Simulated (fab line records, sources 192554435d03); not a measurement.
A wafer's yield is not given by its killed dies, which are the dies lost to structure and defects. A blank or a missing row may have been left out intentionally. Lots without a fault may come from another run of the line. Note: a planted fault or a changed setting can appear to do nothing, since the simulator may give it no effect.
The tool behind it: which one? | flow n5 finfet | 72 wafers from 24 lots sampled at 3 of the route's 1938 steps

WHAT THE GAUGES SHOWED, per wafer
N5_BEOL_M3_THK_MEAS_53: measures by xrf.
lot  | measured     | on            | M3_THK (nm)
L075 | day 7 20:07  | film metro-02 | 38.0 41.3 39.1
L076 | day 7 22:04  | film metro-01 | 42.4 38.7 39.8
L077 | day 8 00:19  | film metro-02 | 39.2 38.7 39.3
L074 | day 8 08:58  | film metro-02 | 39.6 38.3 38.2
L079 | day 8 14:04  | film metro-01 | 40.0 37.0 43.8
L078 | day 8 14:10  | film metro-02 | 42.2 37.4 42.1
L080 | day 8 18:13  | film metro-02 | 40.6 37.9 42.6
L081 | day 9 03:23  | film metro-02 | 40.6 38.4 40.7
L082 | day 9 10:25  | film metro-01 | 40.4 40.8 40.3
L083 | day 9 22:37  | film metro-02 | 38.0 39.9 43.3
L084 | day 10 05:17 | film metro-02 | 39.7 43.2 44.8
L085 | day 10 07:17 | film metro-01 | 38.7 41.8 42.0
L086 | day 10 16:53 | film metro-01 | 38.0 42.7 41.1
L087 | day 10 21:46 | film metro-01 | 37.8 40.7 40.5
L088 | day 11 00:56 | film metro-02 | 40.4 41.5 44.3
L089 | day 11 08:25 | film metro-02 | 39.9 41.4 39.8
L091 | day 11 17:06 | film metro-02 | 36.2 39.2 40.6
L090 | day 11 17:43 | film metro-02 | 38.5 40.8 40.9
L092 | day 12 01:05 | film metro-01 | 37.6 42.4 40.9
L094 | day 12 09:55 | film metro-02 | 38.5 39.6 43.8
L093 | day 12 10:08 | film metro-01 | 43.2 38.7 41.1
L095 | day 12 22:50 | film metro-02 | 42.4 42.4 40.8
L096 | day 13 01:34 | film metro-02 | 39.5 39.9 42.1
L097 | day 13 04:09 | film metro-01 | 36.8 41.7 37.9

N5_BEOL_M4_CD_MEAS_11 targets a cd of 16.79 nm.
lot  | measured     | on        | cd nm (nm)
L075 | day 7 21:35  | cd sem-03 | 16.64 16.91 17.01
L076 | day 8 01:30  | cd sem-02 | 16.97 16.96 16.77
L077 | day 8 02:01  | cd sem-02 | 16.16 16.25 16.74
L074 | day 8 09:50  | cd sem-03 | 16.72 16.66 16.95
L079 | day 8 15:06  | cd sem-02 | 16.90 16.73 16.96
L078 | day 8 15:43  | cd sem-02 | 16.97 16.67 17.38
L080 | day 8 23:10  | cd sem-02 | 16.86 16.68 16.83
L081 | day 9 06:16  | cd sem-02 | 16.85 17.14 16.38
L082 | day 9 11:39  | cd sem-01 | 16.64 16.33 16.90
L083 | day 9 23:58  | cd sem-03 | 16.74 16.67 16.62
L084 | day 10 07:20 | cd sem-02 | 16.24 16.98 16.81
L085 | day 10 08:20 | cd sem-03 | 17.02 17.02 16.78
L086 | day 10 18:19 | cd sem-02 | 16.20 16.44 16.37
L087 | day 10 23:02 | cd sem-03 | 16.79 16.86 16.83
L088 | day 11 02:23 | cd sem-01 | 16.34 16.68 16.39
L089 | day 11 10:07 | cd sem-02 | 16.54 16.64 16.15
L091 | day 11 18:55 | cd sem-01 | 17.20 17.09 17.18
L090 | day 11 19:14 | cd sem-03 | 16.88 16.47 17.03
L092 | day 12 03:32 | cd sem-03 | 16.88 17.06 16.71
L094 | day 12 13:19 | cd sem-03 | 16.35 16.15 16.16
L093 | day 12 13:28 | cd sem-02 | 16.67 16.71 17.04
L095 | day 12 23:52 | cd sem-03 | 16.96 16.73 16.36
L096 | day 13 05:17 | cd sem-01 | 16.75 16.62 16.32
L097 | day 13 06:11 | cd sem-03 | 16.45 16.58 16.93

EACH LOT AND THE TOOL THAT RAN IT (in order: tool; ch and the chambers of the sampled wafers; start)
lot  | N5_BEOL_M3_SPUTTER_94
L075 | pvd sputter-02, day 7 17:17
L076 | pvd sputter-03, day 7 21:04
L077 | pvd sputter-03, day 7 23:18
L074 | pvd sputter-02, day 8 07:56
L079 | pvd sputter-02, day 8 13:04
L078 | pvd sputter-01, day 8 13:10
L080 | pvd sputter-01, day 8 17:07
L081 | pvd sputter-03, day 9 01:54
L082 | pvd sputter-02, day 9 09:23
L083 | pvd sputter-03, day 9 21:33
L084 | pvd sputter-01, day 10 04:00
L085 | pvd sputter-01, day 10 06:17
L086 | pvd sputter-03, day 10 15:52
L087 | pvd sputter-02, day 10 20:40
L088 | pvd sputter-02, day 10 23:55
L089 | pvd sputter-01, day 11 07:25
L091 | pvd sputter-03, day 11 16:06
L090 | pvd sputter-02, day 11 16:15
L092 | pvd sputter-03, day 12 00:05
L094 | pvd sputter-03, day 12 08:55
L093 | pvd sputter-02, day 12 09:06
L095 | pvd sputter-03, day 12 21:50
L096 | pvd sputter-01, day 13 00:33
L097 | pvd sputter-02, day 13 03:08
- N5_BEOL_M3_SPUTTER_94: material Cu, target thk 4.5 nm, time 8.29 s.

WHAT THE TOOLS THEMSELVES READ (means of the sampled wafers that have a number; where no wafer has one, the mark that the record gives instead)
N5_BEOL_M3_SPUTTER_94.
lot  | tool           | chuck gas flow sccm (sccm) | chuck sensor temp C (C) | susceptor temp C (C) | throttle valve pct (%)
L075 | pvd sputter-02 | 1.29                       | -16.3                   | -20.09               | 29.8
L076 | pvd sputter-03 | 1.19                       | -15.9                   | -19.90               | 30.4
L077 | pvd sputter-03 | 1.24                       | -16.0                   | -19.97               | 29.9
L074 | pvd sputter-02 | 1.27                       | -16.6                   | -19.97               | 29.3
L079 | pvd sputter-02 | 1.32                       | -16.4                   | -19.94               | 30.3
L078 | pvd sputter-01 | 1.25                       | -16.0                   | -20.01               | 28.9
L080 | pvd sputter-01 | 1.28                       | -16.2                   | -20.06               | 29.5
L081 | pvd sputter-03 | 1.28                       | -16.3                   | -19.95               | 29.2
L082 | pvd sputter-02 | 1.28                       | -16.4                   | -20.02               | 30.4
L083 | pvd sputter-03 | 1.28                       | -15.7                   | -19.96               | 30.1
L084 | pvd sputter-01 | 1.27                       | -15.9                   | -20.00               | 29.0
L085 | pvd sputter-01 | 1.29                       | -16.1                   | -20.03               | 29.4
L086 | pvd sputter-03 | 1.26                       | -16.0                   | -20.05               | 30.1
L087 | pvd sputter-02 | 1.25                       | -16.5                   | -19.95               | 29.4
L088 | pvd sputter-02 | 1.30                       | -16.3                   | -19.99               | 30.1
L089 | pvd sputter-01 | 1.23                       | -15.7                   | -20.02               | 29.0
L091 | pvd sputter-03 | 1.22                       | -15.9                   | -20.11               | 30.2
L090 | pvd sputter-02 | 1.29                       | -16.1                   | -19.89               | 30.2
L092 | pvd sputter-03 | 1.29                       | -15.8                   | -20.05               | 30.1
L094 | pvd sputter-03 | 1.34                       | -15.9                   | -20.01               | 29.9
L093 | pvd sputter-02 | 1.28                       | -16.0                   | -19.99               | 30.1
L095 | pvd sputter-03 | 1.32                       | -16.3                   | -20.11               | 29.1
L096 | pvd sputter-01 | 1.25                       | -15.4                   | -20.12               | 28.9
L097 | pvd sputter-02 | 1.26                       | -16.3                   | -20.06               | 30.3

THE ANSWER, worked out from the rows above alone
Rule: what is usual is taken from the lots themselves. Put in order of their means at a reading, lots are off if they are a third of the lots or fewer, leave a main group of 4 or more, and stand apart from it by a gap of 3 or more times the standard deviation of the main group's means; of several such gaps the widest counts. A main group whose means are all the same, to the digits that the tables above print for the reading, isn't used. Also off: a lot with no number at a reading for which 4 or more lots have one. Where the step has rows for the other lots, those lots are counted as sound. Order of review: gauges by route order, followed by the tools' own readings, for which a lot's mean as printed above is used. At the first step where some lot is off, the reading lying furthest off is the one used; lots without a number count as furthest.
None of the lots is off at any reading shown; this tells nothing.

WHAT WAS PUT IN BY THE SIMULATOR
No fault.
